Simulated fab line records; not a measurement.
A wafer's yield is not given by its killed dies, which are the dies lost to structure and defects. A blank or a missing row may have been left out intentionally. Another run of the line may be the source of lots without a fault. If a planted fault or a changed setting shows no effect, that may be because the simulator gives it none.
fab line records | flow nandHarc
[record] lots = 15 | wafers = 42 | lastDay = 33
route steps=1302 shown A_CHANNEL_FILL_D1@499 A_DECK1_JOINT@527 A_ONON_D2@553
lots with no fault: from the same line, run without faults
startH: hours from the record's opening day to when the first of the lot's shown wafers began | waitH: hours elapsed since this lot's preceding step | " identical to the entry in the row above | L1.1+2: several wafers, shown together as one row | - value missing, or start not given | * or withheld: withheld | < > ~ a bound
route shown NAME@n: names a module that has steps shown in the file, with the first one's number in the route | usual: mean/standard deviation of fault-free wafers | same: alike in all rows | chamber/n: place in a boat | sites: readings site by site | _std_site: standard deviation across them | _edge_site: outer sites' mean less inner sites' | radiusMm: how far each site lies from the wafer's centre | mask NAME#n: copy n | behind: tool/chamber where the wafer was last shaped | hold: cause of the lot's hold/its duration in hours/its outcome | device: names the non-switching transistor (n, p or np) | end of line: tests of these same wafers at the route's end | where a step has no rows: the recipe by itself | killed: the dies lost at the first sort to structure and to defects; this is not the yield of the wafer | map: dies across one wafer; x = killed, . = not, _ = none there
set.NAME: setting as actually run; set.NAME@STEP: the setting as run at that earlier step | model.NAME: the simulator's own value behind a step, which no gauge read
steps of the route over a sample of lots; a table a step, a row a wafer
services: a tool's chamber out of use, with start hour (startH, from the record's first day; less than 0 if before it), hours out, and reason
[[steps]]
[step NHARC_A_CHANNEL_FILL_D1_ETCHBACK_19]
[recipe] targetDepthA = 50 | timeS = 1.7 | hbrFlowSccm = 150 | cl2FlowSccm = 50 | rfW = 400 | icpW = 400 | biasW = 100 | chemistry = HBr/Cl2
[usual] drypumpMotorCurrentA = 5.8/0.39 | heBacksideLeakSccm = 2.77/0.22 | oesProductAu = 1.001/0.0092 | throttleValvePct = 26.406/0.0089
lot.wafer | tool     | chamber | startH | waitH | drypumpMotorCurrentA | heBacksideLeakSccm | oesProductAu | rfHoursCounterH | throttleValvePct
L178.3    | rieSi-03 | 1       | 205.42 | 0.4   | 5.3                  | 2.81               | 1.002        | 1.0             | 26.382
L178.1    | "        | 0       | "      | "     | 5.9                  | 2.83               | 1.005        | 0.9             | 26.394
L178.5    | "        | 2       | "      | "     | 5.8                  | 2.69               | 1.018        | -               | 26.396
L179.2    | rieSi-02 | 2       | 221.27 | 0.4   | 6.5                  | 2.93               | 1.014        | 0.5             | 26.406
L179.4    | "        | 0       | "      | "     | 6.2                  | 2.45               | 1.001        | 0.6             | 26.394
L179.5    | "        | 1       | "      | "     | 6.2                  | 3.07               | 1.006        | -               | 26.416
L181.3    | rieSi-02 | 1       | 241.36 | 0.4   | 6.2                  | 3.01               | 1.004        | 0.6             | 26.421
L181.2    | "        | 2       | "      | "     | 6.5                  | 2.78               | 1.005        | 0.6             | 26.411
L181.6    | "        | 1       | "      | "     | 6.2                  | 2.91               | 1.004        | -               | 26.413
L182.1    | rieSi-02 | 2       | 253.92 | 0.4   | 6.5                  | 2.95               | 1.001        | 0.7             | 26.409
L182.3    | "        | 3       | "      | "     | 5.3                  | 3.03               | 1.014        | 0.8             | 26.398
L182.6    | "        | 3       | "      | "     | 5.3                  | 2.98               | 1.014        | -               | 26.414
L184.3    | rieSi-03 | 1       | 267.37 | 0.4   | 5.3                  | 3.12               | 1.002        | 0.2             | 26.389
L184.6    | "        | 0       | "      | "     | 5.9                  | 3.13               | 0.995        | -               | 26.399
L184.5    | "        | 1       | "      | "     | 5.3                  | 3.07               | 1.011        | -               | 26.415
L185.1    | rieSi-03 | 2       | 277.57 | 0.4   | 5.8                  | 2.78               | 1.003        | 0.3             | 26.413
L185.4    | "        | 0       | "      | "     | 5.9                  | 2.93               | 0.994        | 0.2             | 26.410
L185.6    | "        | 3       | "      | "     | 6.0                  | 2.51               | 0.992        | -               | 26.408
L186.1    | rieSi-01 | 1       | 298.95 | 0.4   | 6.2                  | 2.70               | 1.000        | 0.6             | 26.407
L186.2    | "        | 3       | "      | "     | 5.7                  | 2.80               | 0.999        | 0.7             | 26.401
L186.5    | "        | 1       | "      | "     | 6.1                  | 2.73               | 1.001        | -               | 26.412
L188.3    | rieSi-02 | 1       | 316.78 | 0.4   | 6.2                  | 3.18               | 1.011        | 0.2             | 26.409
L188.1    | "        | 2       | "      | "     | 6.5                  | 2.90               | 1.018        | 0.2             | 26.390
L188.6    | "        | 3       | "      | "     | 5.3                  | 2.99               | 0.999        | -               | 26.399
L193.4    | rieSi-01 | 0       | 360.50 | 0.4   | 5.3                  | 2.46               | 0.995        | 1.0             | 26.415
L193.2    | "        | 2       | "      | "     | 5.4                  | 2.71               | 1.007        | 1.1             | 26.407
L194.3    | rieSi-02 | 0       | 371.49 | 0.4   | 6.2                  | 2.55               | 1.007        | 0.6             | 26.395
L194.2    | "        | 1       | "      | "     | 6.2                  | 3.08               | 1.001        | 0.6             | 26.409
L194.5    | "        | 2       | "      | "     | 6.5                  | 2.93               | 1.011        | -               | 26.410
L195.4    | rieSi-01 | 2       | 384.00 | 0.4   | 5.5                  | 2.70               | 1.005        | 0               | 26.394
L195.5    | "        | 2       | "      | "     | 5.5                  | 2.73               | 0.997        | -               | 26.404
L196.2    | rieSi-03 | 2       | 390.33 | 0.4   | 5.8                  | 2.79               | 1.003        | 1.0             | 26.395
L196.5    | "        | 3       | "      | "     | 6.0                  | 2.64               | 1.004        | -               | 26.415
L198.3    | rieSi-01 | 1       | 426.94 | 0.4   | 6.2                  | 2.78               | 0.996        | 0.3             | 26.407
L198.2    | "        | 2       | "      | "     | 5.4                  | 2.69               | 0.998        | 0.3             | 26.411
L198.5    | "        | 1       | "      | "     | 6.2                  | 2.72               | 0.992        | -               | 26.391
L201.4    | rieSi-03 | 0       | 441.06 | 0.4   | 5.9                  | 3.11               | 1.003        | 0.2             | 26.408
L201.2    | "        | 1       | "      | "     | 5.3                  | 3.06               | 0.992        | 0.2             | 26.399
L201.1    | "        | 3       | "      | "     | 6.1                  | 2.56               | 1.005        | 0.1             | 26.401
L200.2    | rieSi-01 | 1       | 444.96 | 0.4   | 6.2                  | 2.63               | 0.987        | 0.4             | 26.391
L200.6    | "        | 1       | "      | "     | 6.2                  | 2.56               | 0.993        | -               | 26.402
L200.5    | "        | 2       | "      | "     | 5.5                  | 2.73               | 0.987        | -               | 26.411
[step NHARC_A_DECK1_JOINT_CMP_13]
[recipe] targetThkNm = 51.023
[usual] motorCurrentA = 12.0/1.2 | timeToEndpointS = 8.2/2.1
lot.wafer | tool   | chamber | startH | waitH | motorCurrentA | timeToEndpointS
L178.1    | cmp-04 | 0       | 240.54 | 0.4   | 13.6          | 7.7
L178.3    | "      | 2       | "      | "     | 10.3          | 6.1
L178.5    | "      | 0       | "      | "     | 13.1          | 6.0
L179.2    | cmp-03 | 3       | 255.38 | 0.4   | 12.0          | 11.4
L179.4    | "      | 0       | "      | "     | 12.1          | 7.6
L179.5    | "      | 3       | "      | "     | 12.1          | 8.6
L181.2    | cmp-02 | 0       | 276.10 | 0.4   | 11.0          | 8.0
L181.3    | "      | 1       | "      | "     | 10.3          | 8.2
L181.6    | "      | 3       | "      | "     | 11.4          | 8.0
L182.3    | cmp-04 | 0       | 288.60 | 0.4   | 13.4          | 13.0
L182.1    | "      | 2       | "      | "     | 10.7          | 9.7
L182.6    | "      | 1       | "      | "     | 12.9          | 10.5
L184.3    | cmp-02 | 3       | 302.75 | 0.4   | 11.0          | 6.8
L184.6    | "      | 2       | "      | "     | 12.4          | 10.4
L184.5    | "      | 3       | "      | "     | 11.7          | 7.4
L185.4    | cmp-02 | 2       | 312.24 | 0.4   | 12.8          | 10.9
L185.1    | "      | 0       | "      | "     | 11.1          | 7.1
L185.6    | "      | 2       | "      | "     | 12.7          | 10.9
L186.2    | cmp-04 | 3       | 332.95 | 0.4   | 11.3          | 6.9
L186.1    | "      | 1       | "      | "     | 13.5          | 9.0
L186.5    | "      | 0       | "      | "     | 13.5          | 9.0
L188.1    | cmp-02 | 2       | 353.50 | 0.4   | 12.9          | 10.2
L188.3    | "      | 3       | "      | "     | 11.9          | 7.6
L188.6    | "      | 1       | "      | "     | 11.1          | 5.9
L193.2    | cmp-03 | 3       | 399.11 | 0.4   | 12.0          | 6.8
L193.4    | "      | 0       | "      | "     | 11.9          | 5.6
L194.2    | cmp-04 | 2       | 406.23 | 0.4   | 10.7          | 3.4
L194.3    | "      | 3       | "      | "     | 11.8          | 5.3
L194.5    | "      | 3       | "      | "     | 11.4          | 5.1
L195.4    | cmp-02 | 3       | 418.04 | 0.4   | 11.0          | 6.3
L195.5    | "      | 1       | "      | "     | 10.5          | 7.3
L196.2    | cmp-04 | 0       | 425.62 | 0.4   | 13.0          | 9.8
L196.5    | "      | 1       | "      | "     | 13.4          | 8.7
L198.2    | cmp-02 | 2       | 465.78 | 0.4   | 12.3          | 9.1
L198.3    | "      | 3       | "      | "     | 11.5          | 11.4
L198.5    | "      | 2       | "      | "     | 13.6          | 8.6
L201.2    | cmp-03 | 2       | 477.95 | 0.4   | 15.0          | 6.2
L201.1    | "      | 3       | "      | "     | 12.2          | 9.8
L201.4    | "      | 0       | "      | "     | 12.5          | 6.9
L200.2    | cmp-03 | 2       | 480.90 | 0.6   | 14.7          | 8.8
L200.6    | "      | 3       | "      | "     | 12.3          | 10.7
L200.5    | "      | 0       | "      | "     | 11.5          | 10.5
[step NHARC_A_ONON_D2_DEP_12]
[recipe] targetThkA = 10000 | n2FlowSccm = 2750 | n2oFlowSccm = 2000 | nh3FlowSccm = 500 | sih4FlowSccm = 210 | tempC = 400
[usual] n2oFlowSccm = 2000/5.8
lot.wafer | tool         | chamber | startH | waitH | n2oFlowSccm
L178.1    | pecvdOnon-03 | 0       | 263.85 | 0.1   | 1993
L178.3    | "            | 0       | "      | "     | 1995
L178.5    | "            | 0       | "      | "     | 1997
L179.2    | pecvdOnon-04 | 0       | 283.23 | 0.1   | 2003
L179.4    | "            | 0       | "      | "     | 2007
L179.5    | "            | 0       | "      | "     | 1994
L181.2    | pecvdOnon-04 | 0       | 302.57 | 0.1   | 1996
L181.3    | "            | 0       | "      | "     | 2004
L181.6    | "            | 0       | "      | "     | 2001
L182.1    | pecvdOnon-03 | 0       | 316.65 | 0.1   | 2002
L182.3    | "            | 0       | "      | "     | 2004
L182.6    | "            | 0       | "      | "     | 1999
L184.3    | pecvdOnon-01 | 0       | 329.99 | 0.2   | 1999
L184.5    | "            | 0       | "      | "     | 1995
L184.6    | "            | 0       | "      | "     | 2001
L185.1    | pecvdOnon-01 | 0       | 341.84 | 0.1   | 1995
L185.4    | "            | 0       | "      | "     | 2004
L185.6    | "            | 0       | "      | "     | 2007
L186.1    | pecvdOnon-01 | 0       | 359.84 | 0.1   | 2005
L186.2    | "            | 0       | "      | "     | 2007
L186.5    | "            | 0       | "      | "     | 2004
L188.1    | pecvdOnon-04 | 0       | 390.45 | 0.1   | 2007
L188.3    | "            | 0       | "      | "     | 2004
L188.6    | "            | 0       | "      | "     | 2002
L193.2    | pecvdOnon-04 | 0       | 435.05 | 0.1   | 2003
L193.4    | "            | 0       | "      | "     | 1999
L194.2    | pecvdOnon-01 | 0       | 435.20 | 0.1   | 2006
L194.3    | "            | 0       | "      | "     | 1998
L194.5    | "            | 0       | "      | "     | 2009
L195.4    | pecvdOnon-04 | 0       | 443.26 | 0.3   | 1994
L195.5    | "            | 0       | "      | "     | 1996
L196.2    | pecvdOnon-04 | 0       | 449.65 | 0.1   | 1998
L196.5    | "            | 0       | "      | "     | 2004
L198.2    | pecvdOnon-01 | 0       | 490.70 | 0.1   | 2009
L198.3    | "            | 0       | "      | "     | 2009
L198.5    | "            | 0       | "      | "     | 2009
L201.1    | pecvdOnon-01 | 0       | 509.16 | 0.1   | 2009
L201.2    | "            | 0       | "      | "     | 2005
L201.4    | "            | 0       | "      | "     | 2007
L200.2    | pecvdOnon-04 | 0       | 509.33 | 0.1   | 1996
L200.5    | "            | 0       | "      | "     | 1995
L200.6    | "            | 0       | "      | "     | 1995
[step NHARC_A_ONON_D2_THK_MEAS_14]
[recipe] thkMeasGauge = ellipsometry
[usual] thkNm = 1001/8.8
lot.wafer | tool         | chamber | startH | waitH | thkNm
L178.1    | filmMetro-02 | -       | 264.35 | -     | 999
L178.3    | "            | -       | "      | "     | 1000
L178.5    | "            | -       | "      | "     | 1004
L179.2    | filmMetro-01 | -       | 283.69 | -     | 1013
L179.4    | "            | -       | "      | "     | 1014
L179.5    | "            | -       | "      | "     | 1013
L181.2    | filmMetro-02 | -       | 303.02 | -     | 997
L181.3    | "            | -       | "      | "     | 998
L181.6    | "            | -       | "      | "     | 1000
L182.1    | filmMetro-01 | -       | 317.16 | -     | 1013
L182.3    | "            | -       | "      | "     | 1016
L182.6    | "            | -       | "      | "     | 1015
L184.3    | filmMetro-02 | -       | 330.39 | -     | 997
L184.5    | "            | -       | "      | "     | 996
L184.6    | "            | -       | "      | "     | 996
L185.1    | filmMetro-02 | -       | 342.36 | -     | 996
L185.4    | "            | -       | "      | "     | 995
L185.6    | "            | -       | "      | "     | 995
L186.1    | filmMetro-02 | -       | 360.35 | -     | 1007
L186.2    | "            | -       | "      | "     | 1006
L186.5    | "            | -       | "      | "     | 1006
L188.1    | filmMetro-01 | -       | 390.96 | -     | 1008
L188.3    | "            | -       | "      | "     | 1008
L188.6    | "            | -       | "      | "     | 1007
L193.2    | filmMetro-01 | -       | 435.51 | -     | 1551
L193.4    | "            | -       | "      | "     | 1551
L194.2    | filmMetro-02 | -       | 435.65 | -     | 989
L194.3    | "            | -       | "      | "     | 988
L194.5    | "            | -       | "      | "     | 989
L195.4    | filmMetro-01 | -       | 443.59 | -     | 1545
L195.5    | "            | -       | "      | "     | 994
L196.2    | filmMetro-01 | -       | 450.10 | -     | 1539
L196.5    | "            | -       | "      | "     | 988
L198.2    | filmMetro-02 | -       | 491.15 | -     | 998
L198.3    | "            | -       | "      | "     | 1001
L198.5    | "            | -       | "      | "     | 1000
L201.1    | filmMetro-01 | -       | 509.68 | -     | 1000
L201.2    | "            | -       | "      | "     | 999
L201.4    | "            | -       | "      | "     | 996
L200.2    | filmMetro-02 | -       | 509.79 | -     | 977
L200.5    | "            | -       | "      | "     | 978
L200.6    | "            | -       | "      | "     | 978
[[services]]
tool         | chamber | startH | hours | kind
cmp-04       | -       | 184.05 | 4.0   | pm
cmp-02       | -       | 189.47 | 30.3  | repair
rieSi-03     | -       | 221.00 | 9.0   | pm
rieSi-02     | -       | 244.75 | 0.7   | repair
pecvdOnon-01 | -       | 250.11 | 0.5   | repair
pecvdOnon-01 | -       | 269.37 | 13.0  | pm
rieSi-02     | -       | 277.00 | 9.0   | pm
cmp-02       | -       | 278.06 | 2.8   | repair
cmp-04       | -       | 282.05 | 4.0   | pm
cmp-02       | -       | 288.90 | 2.6   | repair
pecvdOnon-04 | -       | 311.33 | 13.0  | pm
rieSi-02     | 2       | 332.30 | 14.5  | repair
rieSi-03     | 2       | 366.08 | 19.7  | repair
cmp-02       | -       | 378.84 | 4.0   | pm
cmp-04       | -       | 380.05 | 4.0   | pm
rieSi-03     | -       | 398.00 | 9.0   | pm
cmp-02       | -       | 423.70 | 1.0   | repair
pecvdOnon-01 | -       | 450.37 | 13.0  | pm
rieSi-02     | -       | 454.00 | 9.0   | pm
cmp-02       | -       | 474.16 | 2.7   | repair
cmp-02       | -       | 476.89 | 4.0   | pm
pecvdOnon-04 | -       | 492.33 | 13.0  | pm
cmp-02       | -       | 501.71 | 0.6   | repair
cmp-02       | -       | 502.41 | 4.2   | repair
[[key]]
[firstSign] step = NHARC_A_ONON_D2_THK_MEAS_14 | reading = thkNm | direction = up | sigmas = 62 | usual = 1001 | struck = 1546
effect none on later readings
metAt NHARC_A_ONON_D2_DEP_12
struckLots L193,L195,L196
struckWafers L193.2,L193.4,L195.4,L196.2
laterRowsLeftOut L193.2,L193.4,L195.4,L196.2
sortLeftOut L193.2,L193.4,L195.4,L196.2
testerLeftOut L193,L195,L196
notActingAt NHARC_A_CHANNEL_FILL_D1_ETCHBACK_19,NHARC_A_DECK1_JOINT_CMP_13
onsetBetween 390.45 435.05
[fault] kind = processParameterDrift | tool = pecvdOnon-04 | chamber = - | onsetH = 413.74 | steps = NHARC_A_ONON_D2_DEP_12 | channel = targetThkA | offset = * | shape = step | endH = 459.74 | scope = struckWafersOnly | actsIn = * | stated = *
// testerLeftOut: of these lots the tester's yield and bins aren't shown, on N5 and GAA mostly nor the transistor test; their killed dies are dies lost to structure and defects alone, not to doping, threshold or leakage, so they don't give the yield
// sortLeftOut: the simulated sort isn't trusted on such a fault, so these wafers' sort isn't shown, and their yield isn't known
// laterRowsLeftOut: the simulator's readings of these wafers behind a module that went badly wrong aren't trusted and aren't shown, but for the sort
